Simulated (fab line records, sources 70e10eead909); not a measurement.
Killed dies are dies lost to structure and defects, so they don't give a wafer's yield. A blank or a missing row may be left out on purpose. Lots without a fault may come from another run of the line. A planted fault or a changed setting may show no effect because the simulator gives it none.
Which tool did it? | flow nand_harc | 13 lots, 39 wafers sampled, at 6 steps of a route of 1302

WHAT THE GAUGES READ, wafer by wafer
NHARC_P_M1_CD_MEAS_09: target cd 130 nm. Usual: cd_nm 130.0 nm, standard deviation 0.67.
lot  | measured     | on        | cd_nm (nm)        | flag
L894 | day 6 04:32  | cd_sem-01 | 131.0 129.5 129.9 |
L896 | day 6 23:53  | cd_sem-02 | 130.9 130.9 131.3 |
L897 | day 7 13:03  | cd_sem-01 | 130.1 129.7 130.7 |
L899 | day 8 05:26  | cd_sem-03 | 130.1 130.2 130.3 |
L900 | day 8 18:27  | cd_sem-01 | 129.6 130.1 129.4 |
L901 | day 9 07:26  | cd_sem-01 | 129.3 128.9 130.0 |
L906 | day 11 02:42 | cd_sem-03 | 129.2 129.6 129.4 |
L908 | day 12 08:46 | cd_sem-03 | 131.0 130.8 130.1 |
L911 | day 13 07:58 | cd_sem-02 | 136.3 136.9 130.8 | OFF
L912 | day 14 03:31 | cd_sem-01 | 129.6 129.7 129.0 |
L914 | day 14 13:47 | cd_sem-02 | 129.1 130.1 129.6 |
L916 | day 15 08:51 | cd_sem-02 | 128.7 128.9 128.4 |
L917 | day 15 20:23 | cd_sem-02 | 130.0 130.9 131.5 |

NHARC_P_M1_OVL_MEAS_10: pitch 260 nm. Usual: overlay_x_nm -0.2 nm, standard deviation 0.78; overlay_y_nm -0.2 nm, standard deviation 0.85.
lot  | measured     | on         | overlay_x_nm (nm) | overlay_y_nm (nm) | flag
L894 | day 6 04:37  | overlay-01 | -1.5 -1.4 -0.7    | 1.2 1.3 1.2       |
L896 | day 6 23:58  | overlay-01 | 0.5 0.5 -0.1      | -0.5 -0.9 -0.8    |
L897 | day 7 13:08  | overlay-02 | -0.6 -0.9 -0.3    | -1.1 -1.0 -0.9    |
L899 | day 8 05:31  | overlay-02 | -1.6 -2.0 -2.2    | -1.3 -1.7 -1.6    |
L900 | day 8 18:32  | overlay-01 | 0.1 0.0 0.3       | -0.2 -0.9 0.0     |
L901 | day 9 07:31  | overlay-02 | -1.0 -0.1 -0.7    | 1.6 1.5 1.6       |
L906 | day 11 02:47 | overlay-01 | 0.7 0.5 0.7       | 0.9 0.5 0.7       |
L908 | day 12 08:52 | overlay-02 | 0.0 -0.1 0.5      | -0.7 -0.2 -0.2    |
L911 | day 13 08:03 | overlay-02 | 0.0 -0.5 -0.8     | -0.7 -0.4 -0.4    |
L912 | day 14 03:36 | overlay-01 | 1.3 1.0 0.7       | -0.5 0.0 0.1      |
L914 | day 14 13:53 | overlay-01 | -0.4 0.8 0.1      | 0.5 0.5 -0.2      |
L916 | day 15 08:56 | overlay-02 | -0.6 -1.0 -0.5    | 0.3 0.0 0.3       |
L917 | day 15 20:28 | overlay-01 | -1.2 -1.2 -1.4    | -0.7 0.0 -0.2     |

NHARC_P_M1_INSPECT_11. Usual: raw_defect_count 4.5, standard deviation 2.7.
lot  | measured     | on                | raw_defect_count | flag
L894 | day 6 04:40  | defect_inspect-01 | 13 8 10          |
L896 | day 7 00:01  | defect_inspect-02 | 2 3 0            |
L897 | day 7 13:10  | defect_inspect-02 | 6 0 5            |
L899 | day 8 05:33  | defect_inspect-01 | 2 2 3            |
L900 | day 8 18:35  | defect_inspect-02 | 5 9 2            |
L901 | day 9 07:34  | defect_inspect-02 | 2 2 4            |
L906 | day 11 02:50 | defect_inspect-01 | 3 3 4            |
L908 | day 12 08:53 | defect_inspect-01 | 2 5 4            |
L911 | day 13 08:05 | defect_inspect-02 | 5 7 7            |
L912 | day 14 03:38 | defect_inspect-01 | 8 7 8            |
L914 | day 14 13:55 | defect_inspect-02 | 8 7 4            |
L916 | day 15 08:59 | defect_inspect-02 | 1 2 3            |
L917 | day 15 20:31 | defect_inspect-01 | 3 1 4            |

NHARC_END_SORT_01. Usual: defect_limited_yield 91 %, standard deviation 3; killed_at_array 55, standard deviation 20; killed_at_other 1.2, standard deviation 1.3; killed_at_periphery 4.0, standard deviation 3; killed_dies 60, standard deviation 21; killed_open 3.2, standard deviation 1.9; killed_short 2.5, standard deviation 1.6.
lot  | measured     | on        | defect_limited_yield (%) | killed_at_array | killed_at_other | killed_at_periphery | killed_dies | killed_open | killed_short | flag
L908 | day 30 06:19 | prober-01 | 93 92 93                 | 38 50 47        | 1 1 0           | 6 5 2               | 45 56 49    | 6 6 2       | 2 3 4        |

WHICH TOOL RAN EACH LOT (tool, then ch and the chambers of the sampled wafers, then the start)
lot  | NHARC_P_M0_PRE_CLEAN_29                 | NHARC_P_M1_PEB_07
L894 | pvd_sputter-02, day 6 04:28 or earlier  | litho_track-04 ch 0, day 6 04:28
L896 | pvd_sputter-01, day 6 23:49 or earlier  | litho_track-04 ch 0, day 6 23:49
L897 | pvd_sputter-03, day 7 12:58 or earlier  | litho_track-06 ch 0, day 7 12:58
L899 | pvd_sputter-02, day 8 05:21 or earlier  | litho_track-04 ch 0, day 8 05:21
L900 | pvd_sputter-02, day 8 18:22 or earlier  | litho_track-04 ch 0, day 8 18:22
L901 | pvd_sputter-03, day 9 07:22 or earlier  | litho_track-06 ch 0, day 9 07:22
L906 | pvd_sputter-02, day 11 02:37 or earlier | litho_track-01 ch 0, day 11 02:37
L908 | pvd_sputter-03, day 12 08:41 or earlier | litho_track-04 ch 0, day 12 08:41
L911 | pvd_sputter-02, day 13 07:53 or earlier | litho_track-04 ch 0, day 13 07:53
L912 | pvd_sputter-03, day 14 03:26 or earlier | litho_track-01 ch 0, day 14 03:26
L914 | pvd_sputter-01, day 14 13:43 or earlier | litho_track-01 ch 0, day 14 13:43
L916 | pvd_sputter-01, day 15 08:47 or earlier | litho_track-06 ch 0, day 15 08:47
L917 | pvd_sputter-02, day 15 20:18 or earlier | litho_track-04 ch 0, day 15 20:18
- NHARC_P_M0_PRE_CLEAN_29: time 30 s.
- NHARC_P_M1_PEB_07: peb time 65 s.

WHAT THE TOOLS THEMSELVES READ (means of the sampled wafers that have a number; where no wafer has one, the mark that the record gives instead)
NHARC_P_M0_PRE_CLEAN_29. Usual: heater_power_w 412 W, standard deviation 29.
lot  | tool           | heater_power_w (W) | flag
L894 | pvd_sputter-02 | 434                |
L896 | pvd_sputter-01 | 403                |
L897 | pvd_sputter-03 | 425                |
L899 | pvd_sputter-02 | 427                |
L900 | pvd_sputter-02 | 444                |
L901 | pvd_sputter-03 | 405                |
L906 | pvd_sputter-02 | 424                |
L908 | pvd_sputter-03 | 394                |
L911 | pvd_sputter-02 | 436                |
L912 | pvd_sputter-03 | 404                |
L914 | pvd_sputter-01 | 439                |
L916 | pvd_sputter-01 | 428                |
L917 | pvd_sputter-02 | 432                |

THE ANSWER, worked out from the rows above alone
Rule: a lot is off if the mean of its wafers that have a number lies more than 3 standard deviations from the usual mean. A lot without any number at a reading at which 4 lots or more have one is off too. The other lots that the step has rows for count as sound. The gauges are gone through in route order, then the tools' own readings, and for those a lot's mean is taken as printed above. The first step at which some lot is off is used, and at that step the reading that is off furthest; a lot without a number counts as furthest.
Off: L911, at NHARC_P_M1_CD_MEAS_09 (cd_nm).
A tool fits if, at a process step before that reading, it ran every lot that is off, and no sound lot after the first of them. The gauges at NHARC_P_M1_CD_MEAS_09 are tried like those tools. NHARC_P_M0_PRE_CLEAN_29 gives no start for some lots, so the hours and the order of its lots are those of NHARC_P_M1_PEB_07. None of those tried fits.

WHAT THE SIMULATOR HAD PUT IN
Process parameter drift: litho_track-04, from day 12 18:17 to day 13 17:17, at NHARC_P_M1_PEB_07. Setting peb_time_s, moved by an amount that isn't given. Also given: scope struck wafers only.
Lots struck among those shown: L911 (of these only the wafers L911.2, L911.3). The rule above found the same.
